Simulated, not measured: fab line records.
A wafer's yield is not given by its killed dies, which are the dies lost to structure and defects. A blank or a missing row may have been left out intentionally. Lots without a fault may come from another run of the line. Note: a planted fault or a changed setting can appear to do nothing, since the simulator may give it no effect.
fab line records	flow n5Finfet	part 2 of 2: steps 5 to 6 of 6
record: lots: 22	wafers: 66	lastDay: 17
route steps=1938 shown FIN_SAQP@97 FIN_CUT@168 STI_FIN_REVEAL@187
lots with no fault: from the same line, run without faults
startH: start of the lot's first displayed wafer, in hours after the record's first day	waitH: hours from the lot's prior step to this one	" unchanged from the row above	L1.1+2: a row that stands for several wafers	- no value, or no start was given	* or withheld: withheld	< > ~ a bound
route shown NAME@n: a module of which the file shows steps, and the number in the route of the first	usual: mean/standard deviation taken from wafers without a fault	same: alike in all rows	chamber/n: place in a boat	sites: per-site readings	_std_site: how widely they spread, as a standard deviation	_edge_site: inner sites' mean taken away from outer sites' mean	radiusMm: for every site, how far away it sits from the centre of the wafer	mask NAME#n: copy n	behind: the last tool/chamber to shape the wafer	hold: the reason the lot was held/the length of the hold in hours/how it ended	device: the transistor (n, p or np) that didn't switch	end of line: the route-end tests of the same wafers	a step given without rows: its recipe and nothing more	killed: dies that structure and defects cost at the first sort, which is not the same as the wafer's yield	map: a wafer's dies, x killed, . not, _ none there
set.NAME: setting as actually run; set.NAME@STEP: the setting as run at that earlier step	model.NAME: the simulator's own value behind a step, which no gauge read
route steps across a sampled set of lots; one table per step, one row per wafer
services: the hour from which a tool's chamber was out of use, counted from the record's first day as startH (under 0 if before that day), plus the number of hours and why
== steps ==
step: N5_FIN_CUT_ETCH_20
recipe: chemistry: CF4	target: SiARC	targetDepthA: 260	maskMaterial: CAR-EUV	timeS: 43.3	ionEnergyEv: 80	pressureMtorr: 40	sourceW: 545	biasW: 36	Ar_flow_sccm: 100	cf4FlowSccm: 100	ends: cleared
usual: drypumpMotorCurrentA: 5.9/0.5	etchRfOnTimeS: 43.4/1.1	oesProductAu: 0.66/0.071	rfVppV: 184.6/1	showerheadPlenumPTorr: 2.19/0.056	throttleValvePct: 15.59/0.19
lot.wafer	tool	chamber	startH	waitH	drypumpMotorCurrentA	etchRfOnTimeS	oesProductAu	rfHoursCounterH	rfVppV	showerheadPlenumPTorr	throttleValvePct
L074.1	rieDiel-02	0	28.25	0.0	5.0	43.9	0.62	184	185.1	2.21	15.60
L074.4	"	2	"	"	6.5	44.9	0.63	163	184.6	2.13	15.65
L074.6	"	2	"	"	6.4	44.6	0.63	-	184.0	2.13	15.65
L075.1	rieDiel-01	0	36.00	0.0	5.8	41.4	0.60	237	185.2	2.20	16.00
L075.4	"	3	"	"	6.3	42.8	0.67	139	183.7	2.15	15.61
L075.6	"	3	"	"	6.3	42.9	0.67	-	183.4	2.15	15.60
L076.2	rieDiel-03	1	39.78	0.0	6.1	44.0	0.66	125	184.8	2.26	15.72
L076.3	"	0	"	"	6.7	44.1	0.69	76	183.6	2.18	15.56
L076.4	"	2	"	"	4.9	45.6	0.58	227	183.8	2.13	15.87
L077.2	rieDiel-03	0	45.35	0.0	6.7	44.0	0.69	76	184.4	2.18	15.56
L077.3	"	1	"	"	6.1	44.0	0.66	126	185.1	2.26	15.74
L077.5	"	1	"	"	6.1	44.2	0.65	-	186.8	2.26	15.71
L078.1	rieDiel-02	0	51.35	0.0	5.1	42.9	0.61	191	186.5	2.21	15.63
L078.2	"	3	"	"	5.6	41.8	0.62	224	182.1	2.04	15.65
L078.3	"	2	"	"	6.5	44.3	0.63	169	183.3	2.12	15.66
L079.3	rieDiel-01	0	56.35	0.0	5.8	41.2	0.60	243	183.1	2.20	16.02
L079.4	"	1	"	"	5.9	42.6	0.81	8	186.0	2.29	15.40
L079.5	"	2	"	"	5.7	44.7	0.63	-	183.5	2.22	15.24
L080.2	rieDiel-03	1	63.52	0.0	6.0	43.4	0.65	131	185.4	2.25	15.72
L080.3	"	2	"	"	4.9	44.9	0.59	234	184.3	2.13	15.87
L080.6	"	1	"	"	6.0	43.4	0.66	-	185.3	2.25	15.74
L081.2	rieDiel-03	2	68.92	0.0	4.8	45.1	0.58	235	183.6	2.12	15.87
L081.3	"	3	"	"	5.9	43.0	0.64	142	185.2	2.22	15.68
L081.4	"	0	"	"	6.7	44.1	0.68	83	184.6	2.18	15.59
L082.1	rieDiel-01	0	76.56	0.0	5.8	41.6	0.60	248	184.5	2.20	16.02
L082.4	"	1	"	"	5.9	43.3	0.78	14	185.9	2.28	15.40
L082.5	"	3	"	"	6.3	43.1	0.65	-	183.7	2.15	15.62
L083.1	rieDiel-03	3	81.25	0.0	6.0	43.0	0.63	146	184.0	2.22	15.69
L083.5	"	3	"	"	5.9	42.9	0.63	-	185.4	2.22	15.68
L083.6	"	2	"	"	4.9	45.0	0.58	-	183.4	2.12	15.89
L084.1	rieDiel-03	1	89.87	0.0	6.1	44.1	0.64	139	184.6	2.25	15.74
L084.2	"	2	"	"	4.8	45.6	0.57	242	184.1	2.12	15.89
L084.4	"	3	"	"	5.9	43.1	0.63	149	185.3	2.21	15.68
L085.3	rieDiel-01	1	93.35	0.0	5.9	42.1	0.79	20	184.6	2.28	15.42
L085.4	"	1	"	"	5.9	42.2	0.79	-	185.3	2.28	15.40
L085.5	"	3	"	"	6.3	42.5	0.66	-	183.0	2.15	15.64
L086.1	rieDiel-01	3	102.08	0.0	6.2	42.4	0.65	160	185.1	2.15	15.65
L086.2	"	2	"	"	5.7	44.0	0.63	170	184.5	2.21	15.29
L086.4	"	3	"	"	6.3	42.6	0.65	-	182.6	2.15	15.63
L088.3	rieDiel-03	1	111.83	0.0	6.1	43.5	0.65	146	185.3	2.25	15.76
L088.4	"	0	"	"	6.7	44.2	0.67	97	185.9	2.18	15.62
L088.5	"	1	"	"	6.1	44.0	0.64	-	185.8	2.25	15.75
L089.1	rieDiel-01	1	118.45	0.0	5.9	42.9	0.76	29	185.4	2.28	15.44
L089.2	"	2	"	"	5.7	43.8	0.63	177	185.2	2.21	15.31
L089.6	"	3	"	"	6.3	42.8	0.64	-	183.1	2.15	15.64
L090.1	rieDiel-01	1	124.25	0.0	5.9	42.7	0.76	32	184.3	2.28	15.44
L090.4	"	3	"	"	6.3	42.8	0.64	169	183.7	2.14	15.64
L090.5	"	0	"	"	5.8	41.3	0.82	-	185.5	2.20	15.57
L091.3	rieDiel-03	3	128.87	0.0	5.9	44.0	0.61	164	185.3	2.21	15.71
L091.4	"	0	"	"	6.7	44.6	0.66	-	184.0	2.17	15.62
L091.5	"	3	"	"	5.9	43.9	0.62	-	184.9	2.21	15.71
L093.3	rieDiel-02	1	146.86	0.0	5.8	42.4	0.66	144	183.9	2.13	15.30
L093.4	"	2	"	"	6.5	44.1	0.62	194	184.0	2.12	15.72
L093.6	"	1	"	"	5.7	42.7	0.66	-	184.2	2.13	15.32
L094.1	rieDiel-01	2	148.11	0.0	5.7	44.2	0.62	187	185.1	2.20	15.31
L094.4	"	0	"	"	5.8	40.9	0.81	15	183.6	2.19	15.58
L094.5	"	0	"	"	5.8	41.1	0.80	-	185.1	2.19	15.59
L095.1	rieDiel-01	1	153.43	0.0	5.9	42.6	0.75	40	185.2	2.27	15.46
L095.4	"	2	"	"	5.7	43.6	0.62	188	185.3	2.20	15.33
L095.6	"	2	"	"	5.7	44.6	0.61	-	183.8	2.20	15.33
L096.3	rieDiel-03	1	159.16	0.0	6.1	44.2	0.63	164	184.8	2.24	15.80
L096.5	"	2	"	"	4.8	43.5	0.79	-	184.8	2.12	15.40
L096.6	"	3	"	"	5.9	43.4	0.62	-	183.4	2.21	15.73
L097.1	rieDiel-03	3	164.68	0.0	6.0	43.3	0.61	174	184.2	2.21	15.74
L097.2	"	2	"	"	4.9	43.5	0.78	7	183.0	2.12	15.39
L097.5	"	2	"	"	4.8	42.9	0.80	-	184.3	2.12	15.38
step: N5_STI_FIN_REVEAL_CMP_04
recipe: stopOn: Si3N4	tOverpolishS: 4	downForcePsi: 2	platenRpm: 54.18	postCmpClean: alkalineBrush	padVelocityMS: 1.078	targetThkNm: 131.83
usual: motorCurrentA: 8.5/1.1	overpolishRunS: 4.000/0.0088	timeToEndpointS: 105/4.8
lot.wafer	tool	chamber	startH	waitH	motorCurrentA	overpolishRunS	timeToEndpointS
L074.4	cmp-03	0	34.24	0.0	9.2	4.001	110
L074.1	"	3	"	"	10.2	4.021	112
L074.6	"	1	"	"	8.1	4.008	107
L075.1	cmp-01	1	43.69	0.1	6.7	3.999	106
L075.4	"	3	"	"	8.3	4.007	99
L075.6	"	1	"	"	6.8	4.004	106
L076.4	cmp-04	3	45.76	0.0	7.3	3.995	115
L076.2	"	0	"	"	7.8	4.007	114
L076.3	"	2	"	"	10.0	4.006	119
L077.3	cmp-04	3	52.37	0.1	7.6	3.994	117
L077.2	"	0	"	"	8.0	3.992	115
L077.5	"	1	"	"	10.0	3.986	108
L078.2	cmp-01	2	57.35	0.0	8.0	4.003	108
L078.3	"	3	"	"	8.4	4.002	100
L078.1	"	0	"	"	7.2	3.998	110
L079.4	cmp-01	3	62.33	0.0	8.2	4.006	100
L079.3	"	0	"	"	7.2	4.003	107
L079.5	"	3	"	"	8.6	3.999	101
L080.2	cmp-03	2	69.64	0.0	7.2	4.007	99
L080.3	"	3	"	"	10.0	3.991	106
L080.6	"	3	"	"	9.8	3.993	103
L081.2	cmp-03	3	74.91	0.0	10.0	3.991	109
L081.4	"	0	"	"	10.0	4.014	109
L081.3	"	2	"	"	7.2	4.011	111
L082.4	cmp-03	1	82.93	0.1	7.8	4.011	109
L082.1	"	2	"	"	6.9	3.999	109
L082.5	"	0	"	"	9.7	3.995	113
L083.1	cmp-03	2	88.01	0.1	7.1	3.981	104
L083.5	"	3	"	"	9.7	4.001	109
L083.6	"	0	"	"	9.2	3.993	107
L084.2	cmp-01	0	95.86	0.0	7.5	3.996	103
L084.1	"	2	"	"	7.8	3.983	103
L084.4	"	3	"	"	8.1	4.005	98
L085.3	cmp-04	3	100.12	0.1	7.5	3.991	102
L085.4	"	0	"	"	8.1	4.004	96
L085.5	"	3	"	"	7.3	4.014	104
L086.4	cmp-01	0	108.09	0.0	7.6	4.004	103
L086.1	"	2	"	"	7.7	3.994	105
L086.2	"	3	"	"	8.2	4.013	101
L088.3	cmp-04	3	118.57	0.4	7.8	3.995	101
L088.4	"	1	"	"	10.0	4.007	98
L088.5	"	3	"	"	7.5	4.010	102
L089.1	cmp-01	2	124.59	0.0	8.4	4.014	97
L089.2	"	1	"	"	7.2	3.997	100
L089.6	"	2	"	"	8.2	4.013	102
L090.4	cmp-03	0	130.32	0.1	8.9	3.980	107
L090.1	"	1	"	"	7.9	3.993	105
L090.5	"	2	"	"	7.1	4.010	106
L091.4	cmp-04	1	134.86	0.0	10.4	3.998	99
L091.3	"	0	"	"	7.7	3.988	102
L091.5	"	1	"	"	10.2	3.997	98
L093.3	cmp-03	3	153.02	0.1	10.2	4.003	109
L093.4	"	0	"	"	9.8	4.014	108
L093.6	"	2	"	"	7.3	3.997	104
L094.4	cmp-04	0	154.86	0.1	8.2	4.006	100
L094.1	"	1	"	"	9.8	4.011	100
L094.5	"	3	"	"	7.8	3.999	107
L095.4	cmp-04	2	159.88	0.1	9.6	3.990	114
L095.1	"	0	"	"	7.6	4.005	106
L095.6	"	2	"	"	9.6	4.007	109
L096.3	cmp-04	3	165.39	0.1	7.7	4.006	105
L096.6	"	2	"	"	10.0	3.996	108
L096.5	"	3	"	"	7.3	3.998	108
L097.2	cmp-03	0	171.22	0.1	9.3	4.008	99
L097.1	"	1	"	"	7.5	3.994	106
L097.5	"	3	"	"	10.0	4.000	105
== services ==
tool	chamber	startH	hours	kind
rieSi-01	0	-0.89	3.1	repair
cmp-04	-	0.83	0.3	repair
rieDiel-03	2	6.93	2.8	repair
rieDiel-03	1	18.57	4.2	repair
cmp-01	-	33.35	0.9	repair
rieDiel-05	1	50.04	5.8	repair
cmp-03	-	50.89	0.4	repair
cmp-04	-	54.42	0.6	repair
rieDiel-05	2	56.85	6.6	repair
rieSi-03	-	58.86	0.3	repair
rieDiel-04	3	62.88	3.4	repair
cmp-04	-	63.90	2.2	repair
rieDiel-04	2	65.04	4.3	repair
rieDiel-05	3	70.68	31.9	repair
rieSi-03	-	78.35	2.8	pm
rieDiel-03	1	85.69	1.9	repair
rieSi-01	3	85.70	8.7	repair
cmp-04	-	92.09	4.0	pm
rieDiel-01	-	94.95	0.5	repair
cmp-01	-	109.72	4.0	pm
cmp-03	-	114.01	6.5	pm
rieSi-01	-	145.71	0.7	repair
rieDiel-04	-	164.74	4.3	pm
rieSi-01	1	166.09	3.0	repair
